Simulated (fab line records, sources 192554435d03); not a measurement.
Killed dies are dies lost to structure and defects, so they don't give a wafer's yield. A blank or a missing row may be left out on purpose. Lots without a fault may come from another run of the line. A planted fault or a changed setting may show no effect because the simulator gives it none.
fab line records | flow n5_finfet
record lots=9 wafers=27 last_day=20
route steps=1938 shown FIN_CUT@174 STI_FIN_REVEAL@184 BEOL_M4@1111 PASSIVATION@1936
lots that met no fault: from a run of the same line without faults
start_h: hours from the record's first day to the start of the lot's first wafer shown | wait_h: hours since the lot's step before | " the same as in the row above | L1.1+2: a row that stands for several wafers | - no value, or no start given | * or withheld: withheld | < > ~ a bound
route shown NAME@n: a module of which the file shows steps, and the number in the route of the first | usual: mean/standard deviation of fault-free wafers | same: alike in all rows | chamber/n: place in a boat | sites: the reading at each site | _std_site: their standard deviation | _edge_site: outer sites' mean less inner sites' | radius_mm: how far each site lies from the wafer's centre | mask NAME#n: copy n | behind: the tool/chamber that last shaped the wafer | hold: why the lot was held/for how many hours/how that ended | device: the transistor (n, p or np) that didn't switch | end of line: the same wafers' tests at the end of the route | a step without rows: its recipe alone | killed: dies lost to structure and defects at the first sort, not the wafer's yield | map: a wafer's dies, x killed, . not, _ none there
set.NAME: the setting as run; set.NAME@STEP: as run at that earlier step | model.NAME: the simulator's own value behind a step, which no gauge read
steps of the route over a sample of lots; a table a step, a row a wafer
services: from which hour (start_h, from the record's first day; less than 0 if before it) a tool's chamber was out of use, for how many hours, and why
## steps
# step N5_FIN_CUT_CUT_ETCH_27
# recipe chemistry=CHF3/O2 target=SiO2 target_depth_a=40 mask_material=SOC overetch_a=20 time_s=4.9 pressure_mtorr=30 source_w=650 bias_w=170 Ar_flow_sccm=200 CHF3_flow_sccm=50 O2_flow_sccm=5 ion_energy_ev=200
# usual drypump_motor_current_A=5.5/0.49 oes_product_au=0.63/0.066 rf_vpp_V=520/9 showerhead_plenum_p_Torr=2.42/0.072 throttle_valve_pct=18.92/0.2
# columns lot.wafer tool chamber start_h wait_h drypump_motor_current_A oes_product_au rf_hours_counter_h rf_vpp_V showerhead_plenum_p_Torr throttle_valve_pct
L288.2 rie_diel-01 1 27.52 0.0 6.2 0.59 148 525 2.48 18.60
L288.3 " 0 " " 6.1 0.57 208 548 2.49 19.27
L288.4 " 1 " " 6.1 0.59 - 525 2.48 18.60
L290.3 rie_diel-01 0 40.89 0.0 6.1 0.57 214 549 2.49 19.28
L290.4 " 1 " " 6.2 0.59 - 524 2.48 18.60
L290.5 " 0 " " 6.1 0.57 - 548 2.49 19.28
L295.2 rie_diel-05 3 71.02 0.0 4.9 0.73 8 515 2.37 18.68
L295.3 " 2 " " 5.5 0.62 106 513 2.35 18.93
L295.5 " 0 " " 4.7 0.59 - 518 2.49 18.94
L296.1 rie_diel-05 2 76.13 0.0 5.5 0.63 108 516 2.35 18.90
L296.4 " 0 " " 4.7 0.59 161 519 2.49 18.93
L296.6 " 1 " " 5.9 0.73 - 521 2.56 18.95
L299.1 rie_diel-04 1 98.51 0.0 5.8 0.70 30 520 2.36 18.77
L299.3 " 2 " " 5.5 0.62 109 501 2.34 18.70
L299.6 " 0 " " 5.8 0.56 - 530 2.39 19.00
L304.1 rie_diel-05 2 124.10 0.0 5.5 0.62 124 514 2.34 18.93
L304.2 " 1 " " 5.9 0.71 35 523 2.56 18.99
L304.6 " 3 " " 5.0 0.71 - 514 2.37 18.70
L309.1 rie_diel-04 2 153.11 0.0 5.5 0.62 123 500 2.33 18.73
L309.2 " 0 " " 5.8 0.56 210 529 2.38 19.05
L309.3 " 3 " " 5.8 0.58 214 528 2.40 19.23
L310.1 rie_diel-05 2 159.77 0.0 5.5 0.61 134 515 2.34 18.94
L310.2 " 0 " " 4.7 0.57 187 518 2.48 18.98
L310.4 " 3 " " 5.0 0.69 35 513 2.36 18.73
L311.3 rie_diel-05 1 165.57 0.0 5.9 0.70 46 523 2.55 18.99
L311.5 " 2 " " 5.5 0.61 - 514 2.34 18.95
L311.6 " 1 " " 5.9 0.70 - 522 2.55 19.00
# step N5_STI_FIN_REVEAL_ALD_14
# recipe material=Si3N4 target_thk_a=30 temp_c=400 ald_precursor_family=SiH2I2 ald_co_reactant=N2/H2-plasma pressure_torr=2
# usual heater_power_w=851/73
# columns lot.wafer tool chamber start_h wait_h heater_power_w
L288.2 ald_sin-01 1 28.74 0.0 969
L288.3 " 2 " " 860
L288.4 " 3 " " 755
L290.3 ald_sin-01 2 41.41 0.0 864
L290.4 " 0 " " 825
L290.5 " 3 " " 761
L295.2 ald_sin-02 2 71.58 0.0 775
L295.3 " 1 " " 874
L295.5 " 0 " " 789
L296.1 ald_sin-01 3 76.75 0.0 753
L296.4 " 1 " " 978
L296.6 " 1 " " 959
L299.1 ald_sin-01 3 99.76 0.0 754
L299.3 " 2 " " 867
L299.6 " 1 " " 978
L304.1 ald_sin-01 2 124.68 0.0 885
L304.2 " 0 " " 850
L304.6 " 2 " " 870
L309.1 ald_sin-04 2 154.90 0.0 916
L309.2 " 3 " " 731
L309.3 " 0 " " 811
L310.1 ald_sin-02 0 160.29 0.0 784
L310.2 " 3 " " 898
L310.4 " 1 " " 867
L311.3 ald_sin-02 3 166.51 0.0 919
L311.5 " 1 " " 868
L311.6 " 0 " " 770
# step N5_STI_FIN_REVEAL_ETCH_34
# recipe chemistry=H2 mode=isotropic material=Si target=Si target_depth_a=9.7 temp_c=20 pressure_mtorr=4.5 icp_w=300 bias_w=0 h2_flow_sccm=7.5 he_flow_sccm=142.5
# usual drypump_motor_current_A=5.7/0.42 oes_product_au=0.994/0.015 throttle_valve_pct=25.7/0.53
# columns lot.wafer tool chamber start_h wait_h drypump_motor_current_A oes_product_au rf_hours_counter_h throttle_valve_pct
L288.2 rie_si-01 1 36.68 0.1 6.1 0.991 70 25.2
L288.3 " 2 " " 4.6 1.001 92 25.6
L288.4 " 3 " " 5.7 1.011 70 25.4
L290.3 rie_si-02 0 49.92 0.1 5.5 1.022 15 25.4
L290.4 " 1 " " 5.5 0.987 2 25.8
L290.5 " 0 " " 5.5 1.012 - 25.4
L295.2 rie_si-06 0 79.50 0.1 5.5 0.995 174 25.2
L295.3 " 2 " " 6.0 0.995 73 25.2
L295.5 " 3 " " 6.2 1.010 - 26.1
L296.1 rie_si-01 0 86.49 0.2 6.1 0.970 7 25.4
L296.4 " 3 " " 5.7 1.004 71 25.4
L296.6 " 0 " " 6.1 0.962 - 25.5
L299.1 rie_si-06 0 108.00 0.2 5.6 0.989 175 25.2
L299.3 " 1 " " 5.0 0.991 29 25.5
L299.6 " 0 " " 5.5 0.997 - 25.2
L304.1 rie_si-01 0 132.77 0.2 6.1 0.951 8 25.4
L304.2 " 2 " " 4.6 0.986 93 25.6
L304.6 " 3 " " 5.7 0.994 - 25.4
L309.1 rie_si-02 2 162.88 0.2 5.6 0.984 166 26.8
L309.2 " 1 " " 5.5 0.962 4 25.8
L309.3 " 0 " " 5.6 1.002 17 25.4
L310.1 rie_si-01 1 168.29 0.2 6.1 0.989 73 25.2
L310.2 " 2 " " 4.7 0.995 94 25.6
L310.4 " 0 " " 6.1 0.964 8 25.5
L311.3 rie_si-02 1 174.89 0.1 5.5 0.972 4 25.8
L311.5 " 3 " " 5.6 1.003 - 26.9
L311.6 " 0 " " 5.5 1.001 - 25.4
# step N5_STI_FIN_REVEAL_OXIDATION_31
# recipe chemistry=O2_PLASMA_REMOTE temp_c=150 time_s=20 pressure_mtorr=1000 source_power_w=2000 o2_flow_sccm=3000
# usual drypump_motor_current_A=5.84/0.066 heater_power_w=137/14 temp_c_max=150.70/0.25
# columns lot.wafer tool chamber start_h wait_h drypump_motor_current_A heater_power_w rf_hours_counter_h temp_c_max
L288.2 plasma_asher-01 0 36.74 0.0 5.91 133 30 150.81
L288.3 " 0 " " 5.90 132 - 150.64
L288.4 " 1 " " 5.86 156 - 150.61
L290.3 plasma_asher-01 0 50.00 0.1 5.93 133 - 150.85
L290.4 " 1 " " 5.85 153 - 150.45
L290.5 " 0 " " 5.92 132 - 151.13
L295.2 plasma_asher-02 1 79.56 0.0 5.81 114 85 150.73
L295.3 " 0 " " 5.77 145 - 150.68
L295.5 " 0 " " 5.82 140 - 150.62
L296.1 plasma_asher-01 1 86.55 0.0 5.80 151 41 150.78
L296.4 " 1 " " 5.81 153 - 150.97
L296.6 " 1 " " 5.84 152 - 150.64
L299.1 plasma_asher-01 0 108.06 0.0 6.00 132 44 150.78
L299.3 " 1 " " 5.86 152 - 150.44
L299.6 " 0 " " 5.96 135 - 151.37
L304.1 plasma_asher-02 1 132.83 0.0 5.79 117 98 150.62
L304.2 " 0 " " 5.79 145 98 150.73
L304.6 " 0 " " 5.79 140 - 150.44
L309.1 plasma_asher-01 0 162.95 0.0 5.90 134 56 151.04
L309.2 " 1 " " 5.82 150 56 150.62
L309.3 " 0 " " 5.90 136 - 151.00
L310.1 plasma_asher-01 0 168.35 0.0 5.96 137 57 150.85
L310.2 " 1 " " 5.85 154 57 150.68
L310.4 " 1 " " 5.83 156 - 150.64
L311.3 plasma_asher-02 0 174.97 0.1 5.78 139 - 150.58
L311.5 " 0 " " 5.76 142 - 150.83
L311.6 " 1 " " 5.84 116 - 150.72
# step N5_STI_FIN_REVEAL_INSPECT_13
# recipe inspect_instrument=darkfield mode=post_clean
# usual raw_defect_count=12/6.3
# columns lot.wafer tool chamber start_h wait_h raw_defect_count
L288.2 defect_inspect-02 - 38.08 0.0 19
L288.3 " - " " 6
L288.4 " - " " 12
L290.3 defect_inspect-02 - 50.62 0.0 11
L290.4 " - " " 16
L290.5 " - " " 12
L295.2 defect_inspect-01 - 80.20 0.0 14
L295.3 " - " " 21
L295.5 " - " " 12
L296.1 defect_inspect-01 - 87.65 0.0 436
L296.4 " - " " 425
L296.6 " - " " 396
L299.1 defect_inspect-01 - 108.70 0.0 426
L299.3 " - " " 429
L299.6 " - " " 415
L304.1 defect_inspect-01 - 133.51 0.0 8
L304.2 " - " " 26
L304.6 " - " " 6
L309.1 defect_inspect-01 - 163.58 0.0 10
L309.2 " - " " 8
L309.3 " - " " 8
L310.1 defect_inspect-01 - 168.98 0.0 6
L310.2 " - " " 7
L310.4 " - " " 4
L311.3 defect_inspect-02 - 175.61 0.0 16
L311.5 " - " " 14
L311.6 " - " " 17
# step N5_BEOL_M4_RC_MEAS_101
# usual DIBL_N=36.3/1.6 DIBL_P=36.4/2.1 IOFF_N=0.16/0.032 IOFF_P=0.22/0.044 ION_N=675/12 ION_P=463/8.3 SS_N=71.6/0.64 SS_P=73.3/0.67 VT_N=250/3.3 VT_P=-250/3.7
# columns lot.wafer tool chamber start_h wait_h DIBL_N[mV/V] DIBL_P[mV/V] IOFF_N[nA/um] IOFF_P[nA/um] ION_N[uA/um] ION_P[uA/um] SS_N[mV/dec] SS_P[mV/dec] VT_N[mV] VT_P[mV]
L290.3 prober-01 0 209.26 0.3 37.6 38.7 0.17 0.21 675 462 72.0 73.9 248 -250
L290.4 " 0 " " 35.8 35.3 0.13 0.16 672 452 71.6 72.1 252 -256
L290.5 " 0 " " 35.0 35.0 0.12 0.16 666 455 70.9 72.7 252 -255
L288.2 prober-01 0 221.38 0.2 33.9 34.4 0.12 0.18 664 454 70.7 72.0 254 -252
L288.3 " 0 " " 35.8 36.6 0.16 0.21 683 466 71.1 72.7 250 -253
L288.4 " 0 " " 33.8 33.3 0.12 0.17 663 460 71.6 72.3 252 -254
L295.2 prober-01 0 252.46 0.2 36.8 38.9 0.19 0.26 690 472 71.3 74.1 249 -248
L295.3 " 0 " " 36.9 38.7 0.19 0.26 682 471 71.8 73.6 249 -248
L295.5 " 0 " " 37.2 40.1 0.20 0.29 697 486 71.9 74.9 247 -245
L296.1 prober-01 0 254.70 0.0 38.7 39.0 0.20 0.32 664 472 73.3 73.9 248 -242
L296.4 " 0 " " 38.2 39.1 0.18 0.32 683 477 71.7 73.5 249 -244
L296.6 " 0 " " 37.8 37.9 0.18 0.31 686 484 72.3 73.8 247 -240
L299.1 prober-02 0 287.00 0.0 33.7 32.9 0.13 0.20 674 469 71.2 71.8 250 -247
L299.3 " 0 " " 38.6 38.7 0.22 0.29 694 472 72.7 74.4 243 -245
L299.6 " 0 " " 35.6 35.8 0.17 0.26 696 479 71.5 73.3 249 -244
L304.1 prober-02 0 309.94 0.0 36.4 36.7 0.16 0.23 685 475 71.0 73.9 249 -249
L304.2 " 0 " " 34.7 33.9 0.13 0.19 669 460 70.9 72.7 251 -249
L304.6 " 0 " " 35.0 33.9 0.14 0.20 676 463 71.5 72.5 251 -248
L309.1 prober-02 0 350.85 0.0 35.6 35.1 0.12 0.18 648 450 71.4 73.4 255 -253
L309.2 " 0 " " 34.9 34.2 0.12 0.17 672 464 70.7 73.2 254 -251
L309.3 " 0 " " 36.8 35.7 0.14 0.19 667 461 70.9 72.4 252 -253
L310.1 prober-02 0 354.48 0.0 35.4 36.1 0.13 0.16 665 456 71.8 72.6 254 -253
L310.2 " 0 " " 34.7 35.6 0.13 0.16 662 456 71.1 73.2 252 -256
L310.4 " 0 " " 40.7 41.8 0.24 0.26 697 463 73.0 74.2 245 -247
L311.3 prober-01 0 381.41 0.3 35.7 34.9 0.15 0.21 665 459 71.9 72.9 250 -250
L311.5 " 0 " " 37.1 36.6 0.17 0.23 670 462 72.6 73.0 248 -248
L311.6 " 0 " " 35.8 35.0 0.15 0.21 680 463 72.4 72.9 253 -251
# step N5_PASSIVATION_PROBE_49
# usual defect_limited_yield=91.4/1.2 killed_at_M0_to_M3=35/11 killed_at_M4_up=14/6 killed_at_contacts=12/6.7 killed_at_front_end=37/9.7 killed_at_other=3.5/2.5 killed_dies=102/15 killed_open=67/12 killed_short=33/7.3 sort_bin_5_function=5.1/0.81 sort_bin_6_memory=3.2/0.65 sort_n_pass=1078/15 sort_yield_pct=91.4/1.2
# same gross_dies=1180 killed_at_back_side=0 sort_bin_4_leakage[%]=0 sort_bin_8_speed[%]=0
# columns lot.wafer tool chamber start_h wait_h defect_limited_yield[%] killed_at_M0_to_M3 killed_at_M4_up killed_at_contacts killed_at_front_end killed_at_other killed_dies killed_open killed_short sort_bin_5_function[%] sort_bin_6_memory[%] sort_n_pass sort_yield_pct[%]
L288.2 prober-02 - 343.94 0.1 91.7 25 36 11 25 1 98 68 26 4.2 3.8 1082 91.7
L288.3 prober-02 - 343.99 0.1 93.8 21 21 8 20 3 73 46 23 3.8 1.8 1107 93.8
L288.4 prober-02 - 344.04 0.2 91.2 53 13 16 19 3 104 66 36 5.2 3.3 1076 91.2
L296.1 prober-01 - 372.77 0.0 84.0 16 11 2 158 2 189 48 27 11.0 3.2 991 84.0
L296.4 prober-01 - 372.92 0.2 82.8 36 15 14 138 0 203 64 30 11.7 4.0 977 82.8
L296.6 prober-01 - 373.02 0.3 83.3 33 16 11 133 4 197 53 31 10.8 3.9 983 83.3
L299.1 prober-01 - 396.86 0.0 82.6 35 19 8 142 1 205 56 34 11.8 3.6 975 82.6
L299.3 prober-01 - 396.96 0.1 81.5 30 19 17 148 4 218 66 36 13.2 3.8 962 81.5
L299.6 prober-01 - 397.11 0.3 80.3 47 13 11 156 6 233 86 37 11.9 5.4 947 80.3
# killed by level:class
L288.2 BEOL_M4:geometric_particle:open=18 MOL_CONTACT_COAG:geometric_particle:open=10 STI_FIN_REVEAL:geometric_particle:open=9 BEOL_M0_SAQP:geometric_particle:short=6 BEOL_M0_SAQP:geometric_particle:open=6 BEOL_M4:geometric_particle:short=6 BEOL_M2:geometric_particle:open=5 BEOL_M3:geometric_particle:open=5
L288.3 BEOL_M4:geometric_particle:open=10 BEOL_M0_SAQP:geometric_particle:short=6 BEOL_M0_SAQP:geometric_particle:open=6 STI_FIN_REVEAL:geometric_particle:open=5 MOL_CONTACT_COAG:geometric_particle:short=4 MOL_CONTACT_COAG:geometric_particle:open=4 STI_FIN_REVEAL:geometric_particle:short=3 BEOL_M2:geometric_particle:open=3
L288.4 BEOL_M0_SAQP:geometric_particle:short=16 MOL_CONTACT_COAG:geometric_particle:open=12 BEOL_M2:geometric_particle:open=12 BEOL_M0_SAQP:geometric_particle:open=11 BEOL_M4:geometric_particle:open=6 DUMMY_GATE:geometric_particle:open=5 BEOL_M1:geometric_particle:open=5 MOL_CONTACT_COAG:geometric_particle:short=4
L296.1 STI_FIN_REVEAL:unspecified=113 STI_FIN_REVEAL:geometric_particle:open=11 FIN_SAQP:geometric_particle:short=8 FIN_SAQP:geometric_particle:open=5 DUMMY_GATE:geometric_particle:open=5 BEOL_M1:geometric_particle:open=5 ILD0:geometric_particle:open=4 STI_FIN_REVEAL:geometric_particle:short=3
L296.4 STI_FIN_REVEAL:unspecified=109 MOL_CONTACT_COAG:geometric_particle:open=13 BEOL_M0_SAQP:geometric_particle:open=13 BEOL_M4:geometric_particle:open=8 BEOL_M0_SAQP:geometric_particle:short=6 FIN_SAQP:geometric_particle:short=5 FIN_SAQP:geometric_particle:open=5 BEOL_M3:geometric_particle:open=4
L296.6 STI_FIN_REVEAL:unspecified=112 MOL_CONTACT_COAG:geometric_particle:open=10 BEOL_M0_SAQP:geometric_particle:short=9 BEOL_M0_SAQP:geometric_particle:open=5 BEOL_M8:geometric_particle:open=5 BEOL_M0:geometric_particle:open=4 BEOL_M2:geometric_particle:open=4 STI_FIN_REVEAL:geometric_particle:open=3
L299.1 STI_FIN_REVEAL:unspecified=114 BEOL_M0_SAQP:geometric_particle:short=14 BEOL_M4:geometric_particle:open=13 BEOL_M0_SAQP:geometric_particle:open=9 MOL_CONTACT_COAG:geometric_particle:open=8 DUMMY_GATE:geometric_particle:open=5 BEOL_M3:geometric_particle:open=5 STI_FIN_REVEAL:geometric_particle:open=4
L299.3 STI_FIN_REVEAL:unspecified=114 MOL_CONTACT_COAG:geometric_particle:open=16 BEOL_M0_SAQP:geometric_particle:short=13 BEOL_M4:geometric_particle:open=11 GATE_CUT:geometric_particle:short=6 STI_FIN_REVEAL:geometric_particle:open=5 DUMMY_GATE:geometric_particle:open=5 BEOL_M0_SAQP:geometric_particle:open=5
L299.6 STI_FIN_REVEAL:unspecified=109 BEOL_M0_SAQP:geometric_particle:short=17 BEOL_M0_SAQP:geometric_particle:open=13 FIN_SAQP:geometric_particle:open=11 DUMMY_GATE:geometric_particle:open=10 MOL_CONTACT_COAG:geometric_particle:open=10 BEOL_M4:geometric_particle:open=9 BEOL_M3:geometric_particle:open=8
## services
# columns tool chamber start_h hours kind
ald_sin-02 3 10.76 3.8 repair
ald_sin-04 - 12.85 0.7 repair
ald_sin-04 0 16.22 8.0 repair
rie_diel-05 - 25.24 0.2 repair
ald_sin-02 1 35.50 21.3 repair
ald_sin-02 2 36.42 9.5 repair
plasma_asher-02 - 36.47 15.6 pm
ald_sin-01 - 39.35 0.9 repair
rie_si-01 2 42.23 4.4 repair
ald_sin-01 - 42.47 1.5 repair
rie_si-06 1 51.32 10.2 repair
rie_si-06 - 74.60 2.8 pm
rie_diel-01 0 75.56 1.7 repair
rie_si-01 0 77.06 6.5 repair
rie_diel-05 1 80.42 9.3 repair
rie_si-02 0 93.54 8.2 repair
plasma_asher-01 - 99.91 6.3 repair
rie_diel-04 2 105.37 13.3 repair
rie_diel-01 0 117.38 36.7 repair
rie_si-01 0 124.27 1.2 repair
ald_sin-01 3 131.40 31.4 repair
rie_si-01 2 138.20 3.6 repair
rie_diel-01 3 160.50 4.9 repair
plasma_asher-01 - 173.04 2.9 repair
## key
first_sign step=N5_STI_FIN_REVEAL_INSPECT_13 reading=raw_defect_count direction=up sigmas=65 usual=12 struck=421
effect step=N5_PASSIVATION_PROBE_49 reading=killed_at_front_end direction=up sigmas=11 usual=37 struck=146
more_kills_born_at N5_STI_FIN_REVEAL_OXIDATION_31@plasma_asher-01=671
met_at N5_STI_FIN_REVEAL_OXIDATION_31
struck_lots L296,L299
not_acting_at N5_FIN_CUT_CUT_ETCH_27,N5_STI_FIN_REVEAL_ALD_14,N5_STI_FIN_REVEAL_ETCH_34
onset_between 50.00 86.55
fault kind=chamber_particle_source tool=plasma_asher-01 chamber=- onset_h=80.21 steps=N5_STI_FIN_REVEAL_OXIDATION_31 rate_per_visit_cm2=0.63059 end_h=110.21
